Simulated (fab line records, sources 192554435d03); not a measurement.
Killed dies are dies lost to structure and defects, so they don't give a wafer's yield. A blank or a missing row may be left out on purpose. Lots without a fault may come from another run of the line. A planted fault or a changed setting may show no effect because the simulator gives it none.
Chamber matching | flow n5_finfet | N5_BEOL_M14_DESCUM_33 on rie_diel-02: 4 sister chambers
The step chemistry O2, time 7.9 s. 8 wafers are shown with their chamber, then 11 later ones without.

WAFERS WITH THEIR CHAMBER
wafer  | chamber | showerhead_plenum_p_Torr (Torr) | drypump_motor_current_A (A)
L083.2 | 0       | 1.98                            | 5.8
L083.5 | 3       | 2.12                            | 5.6
L084.3 | 2       | 2.19                            | 6.2
L088.1 | 0       | 1.97                            | 5.8
L088.3 | 3       | 2.12                            | 5.7
L091.1 | 2       | 2.19                            | 6.2
L091.4 | 1       | 2.10                            | 5.2
L090.1 | 1       | 2.10                            | 5.2

WAFERS WITHOUT THEIR CHAMBER
wafer  | showerhead_plenum_p_Torr (Torr) | drypump_motor_current_A (A)
L090.3 | 2.11                            | 5.7
L090.5 | 2.10                            | 5.2
L092.1 | 2.19                            | 6.2
L092.2 | 2.11                            | 5.7
L092.3 | 2.10                            | 5.3
L092.4 | 2.19                            | 6.2
L092.5 | 2.10                            | 5.3
L092.6 | 2.11                            | 5.7
L097.1 | 2.23                            | 5.8
L097.3 | 2.10                            | 5.2
L097.6 | 2.11                            | 5.7

WHICH CHAMBER EACH WENT THROUGH
wafer  | from the rows above | in truth
L090.3 | 3                   | 3
L090.5 | 1                   | 1
L092.1 | 2                   | 2
L092.2 | 3                   | 3
L092.3 | 1                   | 1
L092.4 | 2                   | 2
L092.5 | 1                   | 1
L092.6 | 3                   | 3
L097.1 | 2                   | 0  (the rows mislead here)
L097.3 | 1                   | 1
L097.6 | 3                   | 3
Placed correctly: 10 of 11. Can't be placed from these rows: 0. Placed wrongly: 1.
How it was worked out, from the rows above alone: a wafer's distance from a chamber is the root of the sum, over the readings, of the square of ((its reading less the chamber's mean) divided by the reading's scatter). The wafer belongs to the nearest chamber; if the next one is less than 2 further off, it can't be placed. A chamber's mean is the mean of its shown wafers. The scatter: the root of (the sum of the squares of (reading less its chamber's mean) over the shown wafers, divided by (wafers less chambers)).
